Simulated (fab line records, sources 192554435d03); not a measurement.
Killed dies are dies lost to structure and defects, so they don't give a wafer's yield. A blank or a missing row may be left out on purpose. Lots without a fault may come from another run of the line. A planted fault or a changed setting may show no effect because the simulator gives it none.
Chamber matching | flow n5_finfet | N5_BEOL_M0_SAQP_PECVD_04 on pecvd-03: 3 sister chambers
The step deposits a-Si from SiH4/He, target thk 60 nm, time 60.2 s. 20 wafers are shown with their chamber, then 10 later ones without.

WAFERS WITH THEIR CHAMBER
wafer  | chamber | showerhead_plenum_p_Torr (Torr) | throttle_valve_pct (%) | heater_power_w (W)
L074.1 | 0       | 5.74                            | 17.5                   | 636
L074.4 | 2       | 5.57                            | 17.4                   | 683
L074.6 | 1       | 5.71                            | 19.4                   | 623
L076.3 | 0       | 5.74                            | 17.7                   | 732
L076.4 | 0       | 5.75                            | 17.7                   | 754
L076.6 | 2       | 5.57                            | 17.3                   | 645
L083.1 | 2       | 5.57                            | 17.5                   | 646
L083.4 | 0       | 5.74                            | 17.8                   | 720
L083.5 | 2       | 5.58                            | 17.5                   | 681
L084.3 | 2       | 5.58                            | 17.2                   | 590
L084.5 | 1       | 5.71                            | 19.3                   | 701
L084.6 | 2       | 5.58                            | 17.6                   | 575
L085.2 | 1       | 5.70                            | 19.3                   | 701
L085.4 | 0       | 5.76                            | 17.9                   | 652
L085.5 | 2       | 5.58                            | 17.6                   | 623
L089.4 | 2       | 5.58                            | 17.4                   | 670
L089.5 | 1       | 5.71                            | 19.0                   | 604
L089.6 | 0       | 5.76                            | 18.3                   | 689
L088.2 | 0       | 5.75                            | 18.0                   | 719
L088.5 | 1       | 5.70                            | 19.3                   | 613

SIGNATURES (means of the wafers above)
reading                  | chamber 0 | chamber 1 | chamber 2 | scatter within a chamber
showerhead_plenum_p_Torr | 5.7486    | 5.7060    | 5.5762    | 0.00683
throttle_valve_pct       | 17.843    | 19.260    | 17.438    | 0.192
heater_power_w           | 700.29    | 648.40    | 639.12    | 43.5
Rule: a wafer's distance from a chamber is the root of the sum, over the readings, of the square of ((its reading less the chamber's mean) divided by the reading's scatter). The wafer belongs to the nearest chamber; if the next one is less than 2 further off, it can't be placed. The scatter: the root of (the sum of the squares of (reading less its chamber's mean) over the shown wafers, divided by (wafers less chambers)).

WAFERS WITHOUT THEIR CHAMBER
wafer  | showerhead_plenum_p_Torr (Torr) | throttle_valve_pct (%) | heater_power_w (W)
L088.6 | 5.56                            | 17.6                   | 596
L092.3 | 5.70                            | 18.9                   | 699
L092.5 | 5.56                            | 17.3                   | 641
L092.6 | 5.77                            | 17.9                   | 684
L093.2 | 5.71                            | 19.3                   | 697
L093.5 | 5.57                            | 17.5                   | 636
L093.6 | 5.69                            | 19.4                   | 690
L096.2 | 5.58                            | 17.4                   | 677
L096.4 | 5.57                            | 17.5                   | 658
L096.6 | 5.76                            | 17.8                   | 703

WHICH CHAMBER EACH WENT THROUGH
wafer  | from the rows above | in truth
L088.6 | 2                   | 2
L092.3 | 1                   | 1
L092.5 | 2                   | 2
L092.6 | 0                   | 0
L093.2 | 1                   | 1
L093.5 | 2                   | 2
L093.6 | 1                   | 1
L096.2 | 2                   | 2
L096.4 | 2                   | 2
L096.6 | 0                   | 0
Placed correctly: 10 of 10. Can't be placed from these rows: 0. Placed wrongly: 0.
